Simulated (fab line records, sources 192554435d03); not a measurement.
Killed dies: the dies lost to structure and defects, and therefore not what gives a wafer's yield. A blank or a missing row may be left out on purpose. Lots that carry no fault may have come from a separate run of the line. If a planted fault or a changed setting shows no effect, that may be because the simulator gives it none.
The tool behind it: which one? / flow n5-finfet / 11 lots, 31 wafers sampled, at 5 steps of a route of 1938

## WHAT THE GAUGES READ, wafer by wafer
N5_BEOL_M1_THK_MEAS_53: measures by xrf.
lot=L202; measured=day 6 14:10; on=film-metro-01; M1_THK (nm)=40.8 41.0 42.5
lot=L203; measured=day 6 20:14; on=film-metro-01; M1_THK (nm)=38.1 38.3 39.7
lot=L205; measured=day 7 01:38; on=film-metro-02; M1_THK (nm)=42.7 40.2 42.1
lot=L204; measured=day 7 01:53; on=film-metro-01; M1_THK (nm)=39.3 43.0 41.9
lot=L206; measured=day 7 11:58; on=film-metro-01; M1_THK (nm)=38.6 39.3 38.8
lot=L208; measured=day 7 19:53; on=film-metro-02; M1_THK (nm)=39.6 39.1 42.7
lot=L209; measured=day 8 06:21; on=film-metro-01; M1_THK (nm)=39.4 40.6 40.4
lot=L211; measured=day 8 20:23; on=film-metro-02; M1_THK (nm)=35.5 38.2 38.8
lot=L212; measured=day 9 01:41; on=film-metro-01; M1_THK (nm)=37.8 40.1 38.2
lot=L216; measured=day 9 20:59; on=film-metro-01; M1_THK (nm)=39.2 39.7
lot=L220; measured=day 10 22:46; on=film-metro-02; M1_THK (nm)=38.9 42.2

N5_BEOL_M4_RC_MEAS_101.
lot=L202; measured=day 7 18:29; on=prober-02; DIBL_N (mV/V)=40.1 35.0 37.9; DIBL_P (mV/V)=39.8 35.4 38.1; IOFF_N (nA/um)=0.20 0.12 0.16; IOFF_P (nA/um)=0.21 0.16 0.19; ION_N (uA/um)=675 655 669; ION_P (uA/um)=456 453 456; SS_N (mV/dec)=72.6 71.2 71.4; SS_P (mV/dec)=73.9 72.8 73.9; VT_N (mV)=248 253 252; VT_P (mV)=-254 -257 -257
lot=L203; measured=day 8 03:50; on=prober-01; DIBL_N (mV/V)=39.8 37.9 39.4; DIBL_P (mV/V)=37.1 35.5 36.5; IOFF_N (nA/um)=0.20 0.17 0.19; IOFF_P (nA/um)=0.26 0.24 0.25; ION_N (uA/um)=678 679 666; ION_P (uA/um)=469 473 460; SS_N (mV/dec)=72.1 71.9 72.7; SS_P (mV/dec)=73.7 73.5 73.9; VT_N (mV)=249 247 247; VT_P (mV)=-245 -246 -246
lot=L205; measured=day 8 13:08; on=prober-01; DIBL_N (mV/V)=36.6 34.7 35.2; DIBL_P (mV/V)=35.8 33.8 33.3; IOFF_N (nA/um)=0.18 0.14 0.14; IOFF_P (nA/um)=0.21 0.18 0.17; ION_N (uA/um)=674 670 664; ION_P (uA/um)=458 463 452; SS_N (mV/dec)=71.9 71.7 71.7; SS_P (mV/dec)=73.5 73.2 72.9; VT_N (mV)=249 250 251; VT_P (mV)=-251 -254 -253
lot=L204; measured=day 8 11:43; on=prober-02; DIBL_N (mV/V)=35.4 36.8 38.4; DIBL_P (mV/V)=36.4 37.3 40.0; IOFF_N (nA/um)=0.17 0.20 0.23; IOFF_P (nA/um)=0.22 0.23 0.28; ION_N (uA/um)=661 678 680; ION_P (uA/um)=459 460 461; SS_N (mV/dec)=72.0 72.4 72.7; SS_P (mV/dec)=74.1 74.3 74.9; VT_N (mV)=250 245 243; VT_P (mV)=-251 -250 -248
lot=L206; measured=day 8 17:33; on=prober-01; DIBL_N (mV/V)=39.1 34.7 33.8; DIBL_P (mV/V)=39.6 33.7 33.0; IOFF_N (nA/um)=0.20 0.13 0.11; IOFF_P (nA/um)=0.25 0.17 0.15; ION_N (uA/um)=683 654 656; ION_P (uA/um)=458 451 454; SS_N (mV/dec)=72.3 71.3 70.9; SS_P (mV/dec)=74.0 72.3 72.3; VT_N (mV)=249 252 252; VT_P (mV)=-247 -252 -255
lot=L208; measured=day 9 04:12; on=prober-01; DIBL_N (mV/V)=38.5 38.6 39.4; DIBL_P (mV/V)=37.8 37.6 37.8; IOFF_N (nA/um)=0.21 0.19 0.20; IOFF_P (nA/um)=0.25 0.24 0.25; ION_N (uA/um)=682 673 678; ION_P (uA/um)=463 457 463; SS_N (mV/dec)=72.4 72.1 73.1; SS_P (mV/dec)=73.7 74.1 74.3; VT_N (mV)=245 249 249; VT_P (mV)=-249 -250 -248
lot=L209; measured=day 9 20:33; on=prober-02; DIBL_N (mV/V)=38.0 39.1 40.2; DIBL_P (mV/V)=36.7 37.5 38.5; IOFF_N (nA/um)=0.17 0.18 0.21; IOFF_P (nA/um)=0.23 0.24 0.26; ION_N (uA/um)=659 674 673; ION_P (uA/um)=459 465 461; SS_N (mV/dec)=72.0 72.2 72.8; SS_P (mV/dec)=73.5 73.8 73.4; VT_N (mV)=249 248 245; VT_P (mV)=-247 -248 -247
lot=L211; measured=day 10 02:48; on=prober-02; DIBL_N (mV/V)=34.4 35.4 32.6; DIBL_P (mV/V)=35.1 35.9 33.4; IOFF_N (nA/um)=0.13 0.15 0.11; IOFF_P (nA/um)=0.19 0.21 0.16; ION_N (uA/um)=663 678 666; ION_P (uA/um)=456 470 461; SS_N (mV/dec)=70.9 71.0 70.7; SS_P (mV/dec)=72.4 73.1 72.5; VT_N (mV)=252 249 252; VT_P (mV)=-252 -249 -252
lot=L212; measured=day 10 07:31; on=prober-01; DIBL_N (mV/V)=32.1 36.3 36.9; DIBL_P (mV/V)=31.7 35.6 36.6; IOFF_N (nA/um)=0.12 0.18 0.18; IOFF_P (nA/um)=0.17 0.24 0.25; ION_N (uA/um)=668 686 673; ION_P (uA/um)=470 471 465; SS_N (mV/dec)=69.9 72.0 72.1; SS_P (mV/dec)=72.2 73.1 73.4; VT_N (mV)=253 248 248; VT_P (mV)=-250 -247 -246
lot=L216; measured=day 11 03:21; on=prober-01; DIBL_N (mV/V)=34.3 35.9; DIBL_P (mV/V)=34.3 36.8; IOFF_N (nA/um)=0.13 0.16; IOFF_P (nA/um)=0.17 0.21; ION_N (uA/um)=644 667; ION_P (uA/um)=444 463; SS_N (mV/dec)=72.1 71.9; SS_P (mV/dec)=73.3 72.9; VT_N (mV)=256 250; VT_P (mV)=-256 -252
lot=L220; measured=day 12 11:01; on=prober-02; DIBL_N (mV/V)=34.1 36.6; DIBL_P (mV/V)=35.0 37.4; IOFF_N (nA/um)=0.13 0.18; IOFF_P (nA/um)=0.18 0.21; ION_N (uA/um)=680 669; ION_P (uA/um)=464 456; SS_N (mV/dec)=71.4 72.4; SS_P (mV/dec)=72.3 73.0; VT_N (mV)=249 249; VT_P (mV)=-251 -252

## TOOL THAT RAN EACH LOT (tool first, then ch and the chambers of the sampled wafers, then the start)
lot=L202; N5_BEOL_M1_SPUTTER_90=pvd-sputter-02, day 6 12:43; N5_BEOL_M1_CO_CAP_55=cvd-co-01 ch 0,1,2, day 6 14:14; N5_BEOL_M2_PECVD_72=pecvd-03 ch 0,1,2, day 6 14:35
lot=L203; N5_BEOL_M1_SPUTTER_90=pvd-sputter-03, day 6 18:47; N5_BEOL_M1_CO_CAP_55=cvd-co-01 ch 0,2, day 6 20:19; N5_BEOL_M2_PECVD_72=pecvd-04 ch 0,1,2, day 6 20:43
lot=L205; N5_BEOL_M1_SPUTTER_90=pvd-sputter-01, day 7 00:11; N5_BEOL_M1_CO_CAP_55=cvd-co-02 ch 0,1,2, day 7 01:43; N5_BEOL_M2_PECVD_72=pecvd-04 ch 0,2, day 7 02:04
lot=L204; N5_BEOL_M1_SPUTTER_90=pvd-sputter-02, day 7 00:20; N5_BEOL_M1_CO_CAP_55=cvd-co-02 ch 0,2, day 7 01:58; N5_BEOL_M2_PECVD_72=pecvd-01 ch 0,1,2, day 7 02:19
lot=L206; N5_BEOL_M1_SPUTTER_90=pvd-sputter-02, day 7 10:31; N5_BEOL_M1_CO_CAP_55=cvd-co-01 ch 0,2, day 7 12:02; N5_BEOL_M2_PECVD_72=pecvd-03 ch 0,1,2, day 7 12:23
lot=L208; N5_BEOL_M1_SPUTTER_90=pvd-sputter-02, day 7 18:26; N5_BEOL_M1_CO_CAP_55=cvd-co-01 ch 0,1,2, day 7 19:57; N5_BEOL_M2_PECVD_72=pecvd-03 ch 0,1,2, day 7 20:19
lot=L209; N5_BEOL_M1_SPUTTER_90=pvd-sputter-02, day 8 04:50; N5_BEOL_M1_CO_CAP_55=cvd-co-02 ch 0,2, day 8 06:38; N5_BEOL_M2_PECVD_72=pecvd-03 ch 0,1,2, day 8 06:59
lot=L211; N5_BEOL_M1_SPUTTER_90=pvd-sputter-01, day 8 18:54; N5_BEOL_M1_CO_CAP_55=cvd-co-02 ch 0,1,2, day 8 20:28; N5_BEOL_M2_PECVD_72=pecvd-04 ch 0,1, day 8 20:49
lot=L212; N5_BEOL_M1_SPUTTER_90=pvd-sputter-01, day 9 00:14; N5_BEOL_M1_CO_CAP_55=cvd-co-02 ch 1,2, day 9 01:52; N5_BEOL_M2_PECVD_72=pecvd-03 ch 0,1, day 9 02:13
lot=L216; N5_BEOL_M1_SPUTTER_90=pvd-sputter-03, day 9 19:33; N5_BEOL_M1_CO_CAP_55=cvd-co-02 ch 1,2, day 9 21:04; N5_BEOL_M2_PECVD_72=pecvd-03 ch 0, day 9 21:26
lot=L220; N5_BEOL_M1_SPUTTER_90=pvd-sputter-03, day 10 21:19; N5_BEOL_M1_CO_CAP_55=cvd-co-01 ch 1,2, day 10 22:50; N5_BEOL_M2_PECVD_72=pecvd-04 ch 0,1, day 10 23:11
- N5_BEOL_M1_SPUTTER_90: material Cu, target thk 4.5 nm, time 8.29 s.
- N5_BEOL_M1_CO_CAP_55: material Co, precursor CCTBA/H2, target thk 2 nm, time 102.1 s.
- N5_BEOL_M2_PECVD_72: deposits SiO2 from TEOS/O2, target thk 16 nm, time 18 s.

## AS READ BY THE TOOLS THEMSELVES (means over the sampled wafers that have a number; for cases with no such wafer, the mark the record gives instead)
N5_BEOL_M1_SPUTTER_90.
lot=L202; tool=pvd-sputter-02; substrate-temp-c (C)=-19.94; throttle-valve-pct (%)=30.0
lot=L203; tool=pvd-sputter-03; substrate-temp-c (C)=-20.01; throttle-valve-pct (%)=29.9
lot=L205; tool=pvd-sputter-01; substrate-temp-c (C)=-20.01; throttle-valve-pct (%)=29.3
lot=L204; tool=pvd-sputter-02; substrate-temp-c (C)=-19.93; throttle-valve-pct (%)=29.7
lot=L206; tool=pvd-sputter-02; substrate-temp-c (C)=-20.04; throttle-valve-pct (%)=30.0
lot=L208; tool=pvd-sputter-02; substrate-temp-c (C)=-20.08; throttle-valve-pct (%)=28.6
lot=L209; tool=pvd-sputter-02; substrate-temp-c (C)=-19.91; throttle-valve-pct (%)=29.5
lot=L211; tool=pvd-sputter-01; substrate-temp-c (C)=-19.89; throttle-valve-pct (%)=30.4
lot=L212; tool=pvd-sputter-01; substrate-temp-c (C)=-19.98; throttle-valve-pct (%)=30.6
lot=L216; tool=pvd-sputter-03; substrate-temp-c (C)=-20.03; throttle-valve-pct (%)=30.1
lot=L220; tool=pvd-sputter-03; substrate-temp-c (C)=-20.07; throttle-valve-pct (%)=29.6

N5_BEOL_M1_CO_CAP_55.
lot=L202; tool=cvd-co-01; heater-power-w (W)=226; run-length-s (s)=125.7
lot=L203; tool=cvd-co-01; heater-power-w (W)=224; run-length-s (s)=125.4
lot=L205; tool=cvd-co-02; heater-power-w (W)=248; run-length-s (s)=125.3
lot=L204; tool=cvd-co-02; heater-power-w (W)=243; run-length-s (s)=125.1
lot=L206; tool=cvd-co-01; heater-power-w (W)=228; run-length-s (s)=125.1
lot=L208; tool=cvd-co-01; heater-power-w (W)=217; run-length-s (s)=125.5
lot=L209; tool=cvd-co-02; heater-power-w (W)=246; run-length-s (s)=124.7
lot=L211; tool=cvd-co-02; heater-power-w (W)=248; run-length-s (s)=125.1
lot=L212; tool=cvd-co-02; heater-power-w (W)=240; run-length-s (s)=125.2
lot=L216; tool=cvd-co-02; heater-power-w (W)=249; run-length-s (s)=94.8
lot=L220; tool=cvd-co-01; heater-power-w (W)=222; run-length-s (s)=125.7

N5_BEOL_M2_PECVD_72.
lot=L202; tool=pecvd-03; heater-power-w (W)=746; showerhead-plenum-p-Torr (Torr)=8.79; throttle-valve-pct (%)=22.6
lot=L203; tool=pecvd-04; heater-power-w (W)=696; showerhead-plenum-p-Torr (Torr)=8.75; throttle-valve-pct (%)=23.0
lot=L205; tool=pecvd-04; heater-power-w (W)=657; showerhead-plenum-p-Torr (Torr)=8.77; throttle-valve-pct (%)=23.0
lot=L204; tool=pecvd-01; heater-power-w (W)=732; showerhead-plenum-p-Torr (Torr)=8.79; throttle-valve-pct (%)=21.5
lot=L206; tool=pecvd-03; heater-power-w (W)=745; showerhead-plenum-p-Torr (Torr)=8.79; throttle-valve-pct (%)=22.5
lot=L208; tool=pecvd-03; heater-power-w (W)=764; showerhead-plenum-p-Torr (Torr)=8.81; throttle-valve-pct (%)=22.5
lot=L209; tool=pecvd-03; heater-power-w (W)=759; showerhead-plenum-p-Torr (Torr)=8.79; throttle-valve-pct (%)=22.6
lot=L211; tool=pecvd-04; heater-power-w (W)=723; showerhead-plenum-p-Torr (Torr)=8.74; throttle-valve-pct (%)=23.4
lot=L212; tool=pecvd-03; heater-power-w (W)=792; showerhead-plenum-p-Torr (Torr)=8.87; throttle-valve-pct (%)=22.5
lot=L216; tool=pecvd-03; heater-power-w (W)=781; showerhead-plenum-p-Torr (Torr)=8.89; throttle-valve-pct (%)=21.7
lot=L220; tool=pecvd-04; heater-power-w (W)=756; showerhead-plenum-p-Torr (Torr)=8.74; throttle-valve-pct (%)=23.6

## THE ANSWER, worked out from the rows above alone
Rule: what is usual is taken from the lots themselves. The widest of any qualifying gaps counts: lots, ordered by their means at a reading, are off when they make up no more than a third of the lots, leave a main group of 4 or more, and stand apart from it by 3 or more times the standard deviation of that group's means. Not used: any main group whose means are identical at the precision the tables above print for the reading. A lot without any number at a reading at which 4 lots or more have one is off too. All remaining lots with rows at the step are treated as sound. First the gauges in route order, then the tools' own readings, where a lot's mean is used as printed above. The first step at which some lot is off is used, and at that step the reading that is off furthest; a lot without a number counts as furthest.
Off at N5_BEOL_M1_CO_CAP_55 (run-length-s): L216. The main group has a mean of 125.3 s with a standard deviation of 0.29.
A tool fits if, at that step or a process step before it, it ran every lot that is off, and no sound lot after the first of them. One fits: N5_BEOL_M1_CO_CAP_55 on cvd-co-02. Its last sound lot is L212 (day 9 01:52), its first lot that is off L216 (day 9 21:04): a fault that began between those two fits.
The tool's own readings at N5_BEOL_M1_CO_CAP_55 bear it out: on the lots that are off they differ by more than 5 times the standard deviation of the sound lots' means. run-length-s reads 94.8 s there against 125.3 s on the sound lots.

## WHAT THE SIMULATOR HAD PUT IN
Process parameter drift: cvd-co-02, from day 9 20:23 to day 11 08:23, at N5_BEOL_M1_CO_CAP_55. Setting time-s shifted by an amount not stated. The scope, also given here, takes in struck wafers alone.
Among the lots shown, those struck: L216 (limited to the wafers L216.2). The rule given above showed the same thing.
